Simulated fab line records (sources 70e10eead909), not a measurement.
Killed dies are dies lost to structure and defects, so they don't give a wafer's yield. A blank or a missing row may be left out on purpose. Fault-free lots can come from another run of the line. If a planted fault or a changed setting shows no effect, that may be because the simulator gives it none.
fab line records ; flow nandHarc
record: lots: 11; wafers: 33; lastDay: 33
route steps=1302 shown A_CHANNEL_HOLE_D1@477 END@1302
lots that met no fault: from a run of the same line without faults
startH: start of the lot's first displayed wafer, in hours after the record's first day ; waitH: hours from the lot's prior step to this one ; " same as the row above ; L1.1+2: a row that stands for several wafers ; - either no value or no given start ; * or withheld: withheld ; < > ~ a bound
route shown NAME@n: a module of which the file shows steps, and the number in the route of the first ; usual: mean/standard deviation taken from wafers without a fault ; same: alike in all rows ; chamber/n: place in a boat ; sites: each site's reading ; _std_site: the standard deviation of these ; _edge_site: mean of outer sites minus mean of inner sites ; radiusMm: for every site, how far away it sits from the centre of the wafer ; mask NAME#n: copy n ; behind: tool/chamber where the wafer was last shaped ; hold: why the lot was held/for how many hours/how that ended ; device: the n, p or np transistor that did not switch ; end of line: the route-end tests of the same wafers ; a step without rows: its recipe alone ; killed: at the first sort, the dies lost to defects and structure; wafer yield is something else ; map: per-die view of a wafer (x killed, . not killed, _ where there is no die)
set.NAME: setting as actually run; set.NAME@STEP: the setting as run at that earlier step ; model.NAME: the simulator's own value behind a step, which no gauge read
route steps across a sampled set of lots; one table per step, one row per wafer
services: the hour from which a tool's chamber was out of use, counted from the record's first day as startH (under 0 if before that day), plus the number of hours and why
== steps ==
step: NHARC_A_CHANNEL_HOLE_D1_ETCH_25
recipe: biasV: 5000; sourceW: withheld; pressureMtorr: 20; timeS: 1040.2; arFlowSccm: 375; c4f8FlowSccm: 93.8; o2FlowSccm: 31.2; tempC: -20; targetDepthA: 15000; chemistry: C4F8/O2/Ar
usual: drypumpMotorCurrentA: 6.0/0.63; showerheadPlenumPTorr: 3.68/0.061; tempC: -20.01/0.12; throttleValvePct: 32.235/0.0093
lot.wafer;tool;chamber;startH;waitH;drypumpMotorCurrentA;rfHoursCounterH;showerheadPlenumPTorr;tempC;throttleValvePct
L898.2;harEtch-02;0;202.54;0.7;6.3;291;3.76;-19.98;32.221
L898.3;harEtch-02;1;202.54;0.7;5.0;-;3.62;-19.93;32.220
L898.6;harEtch-02;0;202.54;0.7;6.3;-;3.76;-20.18;32.231
L900.1;harEtch-01;1;223.12;0.6;6.6;117;3.71;-19.93;32.225
L900.6;harEtch-01;1;223.12;0.6;6.6;-;3.71;-19.99;32.224
L900.5;harEtch-01;0;223.12;0.6;6.2;-;3.71;-20.27;32.225
L904.1;harEtch-02;1;259.36;1.3;5.0;324;3.60;-19.93;32.228
L904.3;harEtch-02;1;259.36;1.3;5.0;-;3.60;-20.02;32.250
L904.4;harEtch-02;1;259.36;1.3;5.0;-;3.61;-20.10;32.234
L907.2;harEtch-02;1;289.65;0.6;5.0;344;3.59;-20.18;32.230
L907.3;harEtch-02;1;289.65;0.6;5.0;-;3.59;-20.23;32.239
L907.6;harEtch-02;0;289.65;0.6;6.3;-;3.74;-20.15;32.232
L909.1;harEtch-01;0;297.27;0.7;6.1;163;3.69;-19.97;32.232
L909.4;harEtch-01;0;297.27;0.7;6.1;-;3.69;-20.06;32.239
L909.5;harEtch-01;1;297.27;0.7;6.7;-;3.69;-19.86;32.220
L910.2;harEtch-02;1;331.51;0.6;5.0;367;3.58;-19.78;32.240
L910.4;harEtch-02;1;331.51;0.6;5.0;-;3.58;-19.89;32.245
L910.5;harEtch-02;0;331.51;0.6;6.3;-;3.73;-20.17;32.245
L912.4;harEtch-01;0;332.31;0.7;6.2;-;3.68;-19.92;32.225
L912.3;harEtch-01;1;332.31;0.7;6.7;-;3.67;-19.90;32.232
L912.5;harEtch-01;0;332.31;0.7;6.2;-;3.67;-19.97;32.237
L913.1;harEtch-02;1;339.83;0.6;5.0;375;3.58;-19.98;32.240
L913.6;harEtch-02;1;339.83;0.6;5.0;-;3.58;-19.89;32.240
L913.5;harEtch-02;0;339.83;0.6;6.3;-;3.72;-19.87;32.253
L914.1;harEtch-01;0;350.39;0.6;6.2;194;3.67;-20.09;32.231
L914.3;harEtch-01;0;350.39;0.6;6.2;-;3.67;-20.20;32.231
L914.4;harEtch-01;1;350.39;0.6;6.7;-;3.67;-20.16;32.231
L919.4;harEtch-01;1;401.40;0.7;6.6;-;3.65;-20.22;32.223
L919.5;harEtch-01;1;401.40;0.7;6.6;-;3.65;-20.12;32.235
L919.6;harEtch-01;0;401.40;0.7;6.1;-;3.65;-19.86;32.221
L920.1;harEtch-02;1;421.60;0.7;5.0;14;3.92;-19.76;32.248
L920.4;harEtch-02;0;421.60;0.7;6.3;-;3.70;-20.16;32.242
L920.6;harEtch-02;1;421.60;0.7;5.0;-;3.92;-19.89;32.236
step: NHARC_A_CHANNEL_HOLE_D1_ETCH_44
recipe: targetDepthA: 1400; overetchA: 140; timeS: 77; ionEnergyEv: 100; cf4FlowSccm: 80; o2FlowSccm: 20; arFlowSccm: 0; rfW: 300; biasW: 100; chemistry: CF4/O2
usual: drypumpMotorCurrentA: 5.7/0.64; oes_o_777_au: 1.000/0.0043; oesProductAu: 1.001/0.0074; rfVppV: 198.6/1.2; showerheadPlenumPTorr: 1.37/0.041; throttleValvePct: 13.398/0.0078
lot.wafer;tool;chamber;startH;waitH;drypumpMotorCurrentA;oes_o_777_au;oesProductAu;rfHoursCounterH;rfVppV;showerheadPlenumPTorr;throttleValvePct
L898.3;rieDiel-10;1;204.22;0.1;5.1;1.013;1.006;12;200.0;1.39;13.398
L898.2;rieDiel-10;3;204.22;0.1;5.0;1.005;1.003;12;200.7;1.42;13.395
L898.6;rieDiel-10;0;204.22;0.1;6.4;1.002;1.005;-;198.9;1.36;13.390
L900.1;rieDiel-10;2;224.96;0.1;6.5;1.001;1.002;15;199.0;1.37;13.396
L900.6;rieDiel-10;1;224.96;0.1;5.0;0.997;1.007;-;198.9;1.39;13.405
L900.5;rieDiel-10;2;224.96;0.1;6.5;0.995;0.993;-;198.2;1.37;13.398
L904.3;rieDiel-10;3;262.45;0.0;5.0;1.008;0.991;1;198.8;1.42;13.399
L904.4;rieDiel-10;1;262.45;0.0;5.1;1.004;1.000;1;197.7;1.39;13.402
L904.1;rieDiel-10;2;262.45;0.0;6.4;1.005;0.992;1;198.1;1.37;13.397
L907.3;rieDiel-10;1;291.47;0.1;5.1;0.998;1.001;3;197.2;1.39;13.394
L907.2;rieDiel-10;0;291.47;0.1;6.4;0.999;1.002;3;198.2;1.36;13.389
L907.6;rieDiel-10;1;291.47;0.1;5.1;1.003;1.014;-;199.2;1.39;13.391
L909.1;rieDiel-10;2;298.96;0.0;6.4;1.005;0.988;4;199.5;1.37;13.401
L909.4;rieDiel-10;1;298.96;0.0;5.1;1.001;1.002;4;199.3;1.39;13.405
L909.5;rieDiel-10;2;298.96;0.0;6.5;1.000;1.003;-;199.5;1.37;13.392
L910.4;rieDiel-10;2;333.33;0.1;6.5;1.007;0.995;7;198.8;1.37;13.388
L910.2;rieDiel-10;3;333.33;0.1;5.0;1.001;0.999;7;198.4;1.41;13.395
L910.5;rieDiel-10;2;333.33;0.1;6.4;1.001;0.985;-;198.1;1.37;13.394
L912.3;rieDiel-06;2;333.99;0.2;5.8;0.999;0.994;5;199.0;1.42;13.395
L912.4;rieDiel-06;3;333.99;0.2;5.8;0.997;1.003;5;198.8;1.37;13.397
L912.5;rieDiel-06;2;333.99;0.2;5.7;0.997;0.985;-;199.1;1.42;13.424
L913.1;rieDiel-10;3;341.66;0.1;5.0;0.997;0.997;8;199.7;1.41;13.394
L913.5;rieDiel-10;1;341.66;0.1;5.1;1.002;0.999;-;199.2;1.39;13.381
L913.6;rieDiel-10;2;341.66;0.1;6.4;1.003;0.998;-;196.5;1.37;13.386
L914.1;rieDiel-10;0;352.21;0.0;6.4;0.997;0.999;8;198.9;1.36;13.393
L914.4;rieDiel-10;1;352.21;0.0;5.1;0.999;1.001;9;198.1;1.39;13.398
L914.3;rieDiel-10;2;352.21;0.0;6.4;0.997;1.001;10;198.1;1.37;13.411
L919.6;rieDiel-10;2;402.99;0.1;6.4;1.001;1.005;-;198.4;1.37;13.398
L919.4;rieDiel-10;0;402.99;0.1;6.4;1.010;1.004;-;198.4;1.36;13.402
L919.5;rieDiel-10;1;402.99;0.1;5.1;0.998;1.008;-;199.2;1.39;13.403
L920.4;rieDiel-02;3;423.32;0.1;5.1;0.999;1.000;5;200.9;1.44;13.411
L920.1;rieDiel-02;0;423.32;0.1;5.2;1.001;0.996;5;196.2;1.28;13.397
L920.6;rieDiel-02;0;423.32;0.1;5.2;1.000;0.999;-;196.6;1.28;13.391
step: NHARC_A_CHANNEL_HOLE_D1_STRIP_27
recipe: o2FlowSccm: 500; arFlowSccm: 0; biasW: 0; chemistry: O2
usual: drypumpMotorCurrentA: 5.7/0.64; oesProductAu: 1.000/0.0068; rfVppV: 58.0/0.92; showerheadPlenumPTorr: 3.63/0.1; throttleValvePct: 17.038/0.0089
lot.wafer;tool;chamber;startH;waitH;drypumpMotorCurrentA;oesProductAu;rfHoursCounterH;rfVppV;showerheadPlenumPTorr;throttleValvePct
L898.2;rieDiel-10;1;-;-;5.1;0.997;12;58.4;3.68;17.043
L898.3;rieDiel-10;3;-;-;5.0;1.000;12;60.4;3.74;17.037
L898.6;rieDiel-10;1;-;-;5.1;1.006;-;57.9;3.68;17.047
L900.1;rieDiel-10;2;-;-;6.4;1.004;15;56.5;3.62;17.025
L900.5;rieDiel-10;3;-;-;5.0;1.006;-;59.5;3.73;17.029
L900.6;rieDiel-10;0;-;-;6.4;1.004;-;58.0;3.60;17.057
L904.1;rieDiel-10;3;-;-;5.0;0.982;1;58.3;3.73;17.043
L904.3;rieDiel-10;0;-;-;6.4;0.990;1;58.2;3.60;17.021
L904.4;rieDiel-10;2;-;-;6.5;0.991;1;58.0;3.62;17.028
L907.3;rieDiel-10;0;-;-;6.4;0.992;3;58.2;3.60;17.025
L907.2;rieDiel-10;1;-;-;5.1;0.998;3;58.0;3.67;17.034
L907.6;rieDiel-10;0;-;-;6.4;1.001;-;57.6;3.60;17.021
L909.4;rieDiel-10;3;-;-;5.0;1.001;5;57.5;3.73;17.039
L909.1;rieDiel-10;0;-;-;6.4;0.996;4;59.5;3.60;17.029
L909.5;rieDiel-10;2;-;-;6.5;0.994;-;58.8;3.62;17.048
L910.4;rieDiel-10;2;-;-;6.4;1.004;7;57.4;3.62;17.044
L910.2;rieDiel-10;0;-;-;6.4;0.992;7;57.6;3.60;17.039
L910.5;rieDiel-10;2;-;-;6.5;0.999;-;55.5;3.62;17.037
L912.3;rieDiel-06;3;-;-;5.8;0.998;6;58.6;3.61;17.037
L912.4;rieDiel-06;1;-;-;5.3;0.999;6;57.4;3.35;17.035
L912.5;rieDiel-06;3;-;-;5.8;1.012;-;58.2;3.61;17.039
L913.1;rieDiel-10;0;-;-;6.4;1.008;7;57.3;3.59;17.051
L913.5;rieDiel-10;0;-;-;6.4;1.004;-;57.1;3.59;17.041
L913.6;rieDiel-10;1;-;-;5.1;1.009;-;57.5;3.67;17.038
L914.4;rieDiel-10;2;-;-;6.5;1.004;10;58.2;3.62;17.031
L914.3;rieDiel-10;0;-;-;6.4;1.009;8;58.0;3.59;17.055
L914.1;rieDiel-10;1;-;-;5.1;1.006;9;59.3;3.67;17.036
L919.4;rieDiel-10;1;-;-;5.1;1.005;-;58.1;3.67;17.031
L919.6;rieDiel-10;2;-;-;6.5;0.999;-;57.7;3.61;17.044
L919.5;rieDiel-10;0;-;-;6.4;0.997;-;58.3;3.59;17.035
L920.1;rieDiel-02;3;-;-;5.1;0.993;5;58.2;3.80;17.038
L920.4;rieDiel-02;0;-;-;5.2;0.989;5;57.5;3.38;17.030
L920.6;rieDiel-02;1;-;-;5.7;0.993;-;56.6;3.35;17.042
step: NHARC_A_CHANNEL_HOLE_D1_XSEM_31
recipe: landingEnergyEv: 35000
usual: botCdNm: 74.6/1; bowNm: 8.5/0.31; tiltDeg: 0.07/0.046
lot.wafer;tool;chamber;startH;waitH;botCdNm;bowNm;tiltDeg
L898.2;xsem-02;0;205.10;0.1;74.9;8.2;0.03
L898.3;xsem-02;0;205.10;0.1;74.1;8.1;0.03
L898.6;xsem-02;0;205.10;0.1;74.0;8.2;0.03
L900.1;xsem-02;0;225.84;0.1;73.2;8.0;0.07
L900.5;xsem-02;0;225.84;0.1;72.6;8.1;0.07
L900.6;xsem-02;0;225.84;0.1;72.7;8.1;0.07
L904.1;xsem-01;0;263.33;0.1;74.1;8.7;0.02
L904.3;xsem-01;0;263.33;0.1;74.4;8.7;0.02
L904.4;xsem-01;0;263.33;0.1;73.4;8.7;0.02
L907.2;xsem-01;0;292.36;0.1;75.2;8.7;0.03
L907.3;xsem-01;0;292.36;0.1;74.9;8.7;0.04
L907.6;xsem-01;0;292.36;0.1;74.9;8.7;0.04
L909.1;xsem-02;0;299.85;0.1;74.8;8.6;0.08
L909.4;xsem-02;0;299.85;0.1;74.1;8.6;0.08
L909.5;xsem-02;0;299.85;0.1;73.5;8.7;0.09
L910.2;xsem-01;0;334.21;0.1;74.5;9.2;0.08
L910.4;xsem-01;0;334.21;0.1;74.0;9.3;0.08
L910.5;xsem-01;0;334.21;0.1;74.0;9.2;0.08
L912.3;xsem-02;0;334.88;0.1;73.8;8.6;0.17
L912.4;xsem-02;0;334.88;0.1;73.4;8.6;0.17
L912.5;xsem-02;0;334.88;0.1;73.7;8.7;0.17
L913.1;xsem-02;0;342.53;0.1;75.2;8.6;0.05
L913.5;xsem-02;0;342.53;0.1;74.3;8.7;0.05
L913.6;xsem-02;0;342.53;0.1;75.0;8.6;0.05
L914.1;xsem-01;0;353.09;0.1;75.3;8.8;0.13
L914.3;xsem-01;0;353.09;0.1;74.3;8.9;0.13
L914.4;xsem-01;0;353.09;0.1;75.5;8.8;0.13
L919.4;xsem-01;0;403.99;0.1;75.4;8.8;0.14
L919.5;xsem-01;0;403.99;0.1;74.8;8.7;0.14
L919.6;xsem-01;0;403.99;0.1;75.1;8.7;0.14
L920.1;xsem-01;0;424.22;0.1;75.0;7.8;0.04
L920.4;xsem-01;0;424.22;0.1;73.7;7.9;0.04
L920.6;xsem-01;0;424.22;0.1;73.2;8.0;0.04
step: NHARC_A_CHANNEL_HOLE_D1_INSPECT_40
usual: rawDefectCount: 71/26
lot.wafer;tool;chamber;startH;waitH;rawDefectCount
L898.2;defectInspect-01;-;205.20;-;100
L898.3;defectInspect-01;-;205.20;-;116
L898.6;defectInspect-01;-;205.20;-;85
L900.1;defectInspect-01;-;225.93;-;63
L900.5;defectInspect-01;-;225.93;-;37
L900.6;defectInspect-01;-;225.93;-;69
L904.1;defectInspect-01;-;263.43;-;88
L904.3;defectInspect-01;-;263.43;-;89
L904.4;defectInspect-01;-;263.43;-;102
L907.2;defectInspect-02;-;292.45;-;75
L907.3;defectInspect-02;-;292.45;-;105
L907.6;defectInspect-02;-;292.45;-;95
L909.1;defectInspect-01;-;299.95;-;78
L909.4;defectInspect-01;-;299.95;-;41
L909.5;defectInspect-01;-;299.95;-;45
L910.2;defectInspect-02;-;334.30;-;388
L910.4;defectInspect-02;-;334.30;-;418
L910.5;defectInspect-02;-;334.30;-;423
L912.3;defectInspect-02;-;334.97;-;59
L912.4;defectInspect-02;-;334.97;-;60
L912.5;defectInspect-02;-;334.97;-;50
L913.1;defectInspect-02;-;342.63;-;430
L913.5;defectInspect-02;-;342.63;-;427
L913.6;defectInspect-02;-;342.63;-;388
L914.1;defectInspect-02;-;353.19;-;61
L914.3;defectInspect-02;-;353.19;-;41
L914.4;defectInspect-02;-;353.19;-;64
L919.4;defectInspect-02;-;404.08;-;54
L919.5;defectInspect-02;-;404.08;-;59
L919.6;defectInspect-02;-;404.08;-;51
L920.1;defectInspect-02;-;424.32;-;38
L920.4;defectInspect-02;-;424.32;-;44
L920.6;defectInspect-02;-;424.32;-;48
step: NHARC_END_SORT_01
recipe: tempC: 25
usual: killedAtArray: 54/16; killedAtOther: 0.6/0.86; killedAtPeriphery: 3.8/2.6; killedDies: 58/16; killedOpen: 3.3/1.8; killedShort: 2.7/1.7
same: grossDies: 677
lot.wafer;tool;chamber;startH;waitH;killedAtArray;killedAtOther;killedAtPeriphery;killedDies;killedOpen;killedShort
L898.2;prober-02;0;571.99;2.8;82;0;4;86;4;2
L898.3;prober-02;0;572.80;3.1;60;1;1;62;2;1
L898.6;prober-02;0;575.21;4.0;52;1;4;57;4;4
L904.1;prober-02;0;627.61;2.5;80;2;1;83;2;2
L904.3;prober-02;0;629.23;3.1;83;0;4;87;7;5
L904.4;prober-02;0;630.04;3.4;64;1;1;66;1;1
L907.2;prober-02;0;663.59;2.8;44;0;3;47;5;2
L907.3;prober-02;0;664.40;3.1;48;1;2;51;5;3
L907.6;prober-02;0;666.82;4.0;39;0;1;40;2;0
L909.1;prober-01;0;675.58;2.5;42;0;1;43;1;2
L909.4;prober-01;0;677.95;3.4;42;0;2;44;3;2
L909.5;prober-01;0;678.74;3.7;43;1;6;50;5;1
L912.3;prober-01;0;702.37;3.1;35;1;2;38;2;2
L912.4;prober-01;0;703.16;3.4;30;0;4;34;4;2
L912.5;prober-01;0;703.96;3.7;43;1;5;49;4;2
L913.1;prober-01;0;708.57;2.5;122;0;8;130;3;0
L913.5;prober-01;0;711.78;3.7;111;0;3;114;1;2
L913.6;prober-01;0;712.59;4.0;101;0;5;106;2;0
L910.2;prober-02;0;709.45;2.8;88;0;4;92;3;5
L910.4;prober-02;0;711.03;3.4;94;0;1;95;2;3
L910.5;prober-02;0;711.82;3.7;95;0;3;98;6;3
L914.1;prober-01;0;754.70;2.5;36;1;3;40;6;3
L914.3;prober-01;0;756.29;3.1;23;1;1;25;3;0
L914.4;prober-01;0;757.09;3.4;27;0;3;30;4;6
killed by level:class
L898.2 A_CHANNEL_HOLE_D1:chamberFilmFlake=34 A_CHANNEL_HOLE_D2:chamberFilmFlake=34 A_CONTACT:chamberFilmFlake=4 A_CONTACT:unspecified=2 P_M0:geometricParticle:open=1 A_ONON_D1:geometricParticle:open=1 A_ONON_D2:geometricParticle:open=1 A_CHANNEL_HOLE_D2:geometricParticle:open=1
L898.3 A_CHANNEL_HOLE_D2:chamberFilmFlake=25 A_CHANNEL_HOLE_D1:chamberFilmFlake=18 A_CONTACT:chamberFilmFlake=8 A_STAIRCASE:chamberFilmFlake=2 A_CONTACT:unspecified=2 A_ONON_D1:geometricParticle:short=1 A_CONTACT:geometricParticle:open=1 STARTING-WAFER:geometricParticle:open=1
L898.6 A_CHANNEL_HOLE_D1:chamberFilmFlake=18 A_CHANNEL_HOLE_D2:chamberFilmFlake=16 A_STAIRCASE:chamberFilmFlake=3 A_CONTACT:chamberFilmFlake=3 A_ONON_D1:geometricParticle:short=2 A_WL_FILL:geometricParticle:short=2 P_GATE:chamberFilmFlake=2 A_SGD_CUT:chamberFilmFlake=2
L904.1 A_CHANNEL_HOLE_D2:chamberFilmFlake=36 A_CHANNEL_HOLE_D1:chamberFilmFlake=31 A_BLC:chamberFilmFlake=2 THIN_TSV:chamberFilmFlake=2 A_SLIT:chamberFilmFlake=2 A_WL_FILL:chamberFilmFlake=2 A_CONTACT:chamberFilmFlake=2 A_CHANNEL_FILL_D1:geometricParticle:open=1
L904.3 A_CHANNEL_HOLE_D1:chamberFilmFlake=34 A_CHANNEL_HOLE_D2:chamberFilmFlake=33 P_M0:geometricParticle:open=2 A_CHANNEL_FILL_D1:geometricParticle:open=2 A_CONTACT:chamberFilmFlake=2 P_GATE:geometricParticle:short=1 A_CHANNEL_FILL_D1:geometricParticle:short=1 A_ONON_D2:geometricParticle:short=1
L904.4 A_CHANNEL_HOLE_D2:chamberFilmFlake=27 A_CHANNEL_HOLE_D1:chamberFilmFlake=22 A_WL_FILL:chamberFilmFlake=4 A_STAIRCASE:chamberFilmFlake=3 A_BLC:chamberFilmFlake=2 A_ONON_D1:geometricParticle:short=1 A_STAIRCASE:geometricParticle:open=1 P_STI:chamberFilmFlake=1
L907.2 A_CHANNEL_HOLE_D1:chamberFilmFlake=28 A_STAIRCASE:chamberFilmFlake=5 P_M0:geometricParticle:open=2 A_CONTACT:chamberFilmFlake=2 A_ONON_D1:geometricParticle:open=1 A_CHANNEL_HOLE_D2:geometricParticle:short=1 A_CHANNEL_FILL_D2:geometricParticle:short=1 A_SGD_CUT:geometricParticle:open=1
L907.3 A_CHANNEL_HOLE_D1:chamberFilmFlake=35 A_ZERO_WELL:chamberFilmFlake=2 A_CONTACT:chamberFilmFlake=2 A_STAIRCASE:chamberFilmFlake=2 P_CONTACT:geometricParticle:open=1 P_M2:geometricParticle:open=1 A_SOURCE_PLATE:geometricParticle:open=1 A_STAIRCASE:geometricParticle:short=1
L907.6 A_CHANNEL_HOLE_D1:chamberFilmFlake=31 A_STAIRCASE:chamberFilmFlake=2 A_BLC:chamberFilmFlake=2 A_CHANNEL_FILL_D2:geometricParticle:open=1 A_CONTACT:geometricParticle:open=1 P_GATE:chamberFilmFlake=1 A_CHANNEL_FILL_D1:chamberFilmFlake=1 A_WL_FILL:chamberFilmFlake=1
L909.1 A_SLIT:chamberFilmFlake=24 A_STAIRCASE:chamberFilmFlake=3 A_CONTACT:chamberFilmFlake=3 A_CHANNEL_FILL_D1:chamberFilmFlake=2 A_CHANNEL_HOLE_D2:chamberFilmFlake=2 A_SGD_CUT:chamberFilmFlake=2 A_CHANNEL_FILL_D1:geometricParticle:open=1 A_CHANNEL_FILL_D1:geometricParticle:short=1
L909.4 A_SLIT:chamberFilmFlake=20 A_STAIRCASE:chamberFilmFlake=6 A_CHANNEL_HOLE_D1:chamberFilmFlake=2 A_CHANNEL_HOLE_D2:chamberFilmFlake=2 A_CONTACT:chamberFilmFlake=2 A_BONDPAD:chamberFilmFlake=2 A_CHANNEL_FILL_D1:geometricParticle:open=1 A_CHANNEL_FILL_D2:geometricParticle:short=1
L909.5 A_SLIT:chamberFilmFlake=20 A_STAIRCASE:chamberFilmFlake=4 A_BONDPAD:chamberFilmFlake=4 P_ZERO_WELL:chamberFilmFlake=3 A_CHANNEL_HOLE_D1:chamberFilmFlake=3 A_DECK1_JOINT:geometricParticle:open=2 P_GATE:chamberFilmFlake=2 A_SGD_CUT:chamberFilmFlake=2
L912.3 A_CHANNEL_HOLE_D2:chamberFilmFlake=13 A_CHANNEL_HOLE_D1:chamberFilmFlake=7 A_SLIT:chamberFilmFlake=5 A_CHANNEL_FILL_D2:geometricParticle:open=2 P_M1:chamberFilmFlake=2 A_CONTACT:chamberFilmFlake=2 A_ONON_D1:geometricParticle:short=1 A_CHANNEL_FILL_D1:geometricParticle:short=1
L912.4 A_CHANNEL_HOLE_D2:chamberFilmFlake=12 A_CHANNEL_HOLE_D1:chamberFilmFlake=6 A_SLIT:chamberFilmFlake=5 A_SOURCE_PLATE:geometricParticle:open=2 P_STI:chamberFilmFlake=2 A_DECK1_JOINT:geometricParticle:open=1 A_ONON_D2:geometricParticle:short=1 A_BLC:geometricParticle:open=1
L912.5 A_CHANNEL_HOLE_D2:chamberFilmFlake=14 A_CHANNEL_HOLE_D1:chamberFilmFlake=10 A_CONTACT:chamberFilmFlake=5 P_STI:chamberFilmFlake=3 A_SLIT:chamberFilmFlake=3 A_M1:chamberFilmFlake=3 A_ZERO_WELL:chamberFilmFlake=2 P_STI:geometricParticle:short=1
L913.1 A_CHANNEL_HOLE_D1:unspecified=70 A_SLIT:chamberFilmFlake=16 A_CHANNEL_HOLE_D1:chamberFilmFlake=7 A_CHANNEL_HOLE_D2:chamberFilmFlake=7 P_STI:chamberFilmFlake=6 A_CONTACT:chamberFilmFlake=6 A_STAIRCASE:chamberFilmFlake=4 A_WL_FILL:chamberFilmFlake=4
L910.2 A_CHANNEL_HOLE_D1:unspecified=62 A_CHANNEL_HOLE_D1:chamberFilmFlake=9 P_GATE:chamberFilmFlake=3 A_M1:chamberFilmFlake=3 A_ONON_D1:geometricParticle:short=2 A_WL_FILL:geometricParticle:short=2 A_CONTACT:chamberFilmFlake=2 P_CONTACT:geometricParticle:open=1
L910.4 A_CHANNEL_HOLE_D1:unspecified=63 A_CHANNEL_HOLE_D1:chamberFilmFlake=10 A_STAIRCASE:chamberFilmFlake=6 A_CHANNEL_FILL_D1:chamberFilmFlake=4 A_CONTACT:chamberFilmFlake=4 A_WL_FILL:geometricParticle:short=2 P_M1:geometricParticle:open=1 A_ONON_D1:geometricParticle:short=1
L913.5 A_CHANNEL_HOLE_D1:unspecified=65 A_SLIT:chamberFilmFlake=15 A_CHANNEL_HOLE_D2:chamberFilmFlake=9 A_CHANNEL_HOLE_D1:chamberFilmFlake=8 A_CONTACT:chamberFilmFlake=4 A_STAIRCASE:chamberFilmFlake=3 P_STI:chamberFilmFlake=2 A_WL_FILL:chamberFilmFlake=2
L910.5 A_CHANNEL_HOLE_D1:unspecified=68 A_CHANNEL_HOLE_D1:chamberFilmFlake=9 A_STAIRCASE:chamberFilmFlake=4 A_DECK1_JOINT:geometricParticle:open=2 A_WL_FILL:geometricParticle:open=2 P_ZERO_WELL:chamberFilmFlake=2 A_SLIT:chamberFilmFlake=2 P_CONTACT:geometricParticle:open=1
L913.6 A_CHANNEL_HOLE_D1:unspecified=63 A_CHANNEL_HOLE_D2:chamberFilmFlake=11 A_SLIT:chamberFilmFlake=8 A_CHANNEL_HOLE_D1:chamberFilmFlake=5 A_STAIRCASE:chamberFilmFlake=5 P_ZERO_WELL:chamberFilmFlake=3 A_CONTACT:chamberFilmFlake=3 A_CHANNEL_FILL_D1:chamberFilmFlake=2
L914.1 A_CHANNEL_HOLE_D1:chamberFilmFlake=12 A_SLIT:chamberFilmFlake=8 A_CONTACT:chamberFilmFlake=4 A_CHANNEL_FILL_D2:geometricParticle:open=2 A_M0:geometricParticle:open=2 A_STAIRCASE:chamberFilmFlake=2 P_M0:geometricParticle:short=1 A_CHANNEL_FILL_D1:geometricParticle:short=1
L914.3 A_CHANNEL_HOLE_D1:chamberFilmFlake=7 A_WL_FILL:chamberFilmFlake=5 A_CONTACT:chamberFilmFlake=4 A_SLIT:chamberFilmFlake=3 A_ZERO_WELL:chamberFilmFlake=2 P_GATE:geometricParticle:open=1 A_WL_FILL:geometricParticle:open=1 A_CONTACT:geometricParticle:open=1
L914.4 A_CHANNEL_HOLE_D1:chamberFilmFlake=9 A_CONTACT:chamberFilmFlake=5 A_CHANNEL_HOLE_D2:geometricParticle:open=2 A_CHANNEL_FILL_D1:chamberFilmFlake=2 A_SLIT:chamberFilmFlake=2 A_WL_FILL:chamberFilmFlake=2 P_STI:geometricParticle:short=1 P_CONTACT:geometricParticle:open=1
== services ==
tool;chamber;startH;hours;kind
rieDiel-10;3;179.36;6.7;repair
rieDiel-10;0;197.20;-;clean
rieDiel-10;1;197.20;-;clean
rieDiel-10;2;197.20;-;clean
rieDiel-10;3;197.20;-;clean
rieDiel-02;-;217.54;9.0;pm
rieDiel-06;2;221.09;7.0;repair
rieDiel-10;0;221.91;-;clean
rieDiel-10;1;221.91;-;clean
rieDiel-10;2;221.91;-;clean
rieDiel-10;3;221.91;-;clean
harEtch-02;-;222.22;0.6;repair
rieDiel-10;-;242.62;9.0;pm
rieDiel-06;1;255.41;5.6;repair
rieDiel-10;2;279.15;2.6;repair
rieDiel-06;-;308.31;9.0;pm
harEtch-02;-;309.72;2.8;repair
rieDiel-10;0;334.48;1.4;repair
rieDiel-02;3;365.74;8.2;repair
xsem-01;-;374.00;14.0;pm
harEtch-02;-;384.03;17.0;pm
rieDiel-02;-;394.62;9.0;pm
rieDiel-10;3;402.48;2.8;repair
rieDiel-10;-;419.62;9.0;pm
== key ==
firstSign: step: NHARC_A_CHANNEL_HOLE_D1_INSPECT_40; reading: rawDefectCount; direction: up; sigmas: 13; usual: 71; struck: 412
effect: step: NHARC_END_SORT_01; reading: killedAtArray; direction: up; sigmas: 3; usual: 54; struck: 102
moreKillsBornAt: NHARC_A_CHANNEL_HOLE_D1_ETCH_25@harEtch-02: 238
metAt NHARC_A_CHANNEL_HOLE_D1_ETCH_25
struckLots L910,L913
testerLeftOut L910,L913
notActingAt NHARC_A_CHANNEL_HOLE_D1_ETCH_44,NHARC_A_CHANNEL_HOLE_D1_STRIP_27,NHARC_A_CHANNEL_HOLE_D1_XSEM_31
onsetBetween 289.65 331.51
fault: kind: chamberParticleSource; tool: harEtch-02; chamber: -; onsetH: 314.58; steps: NHARC_A_CHANNEL_HOLE_D1_ETCH_25; ratePerVisitCm2: 0.48673; endH: 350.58
testerLeftOut: of these lots the tester's yield and bins aren't shown, on N5 and GAA mostly nor the transistor test; their killed dies are dies lost to structure and defects alone, not to doping, threshold or leakage, so they don't give the yield
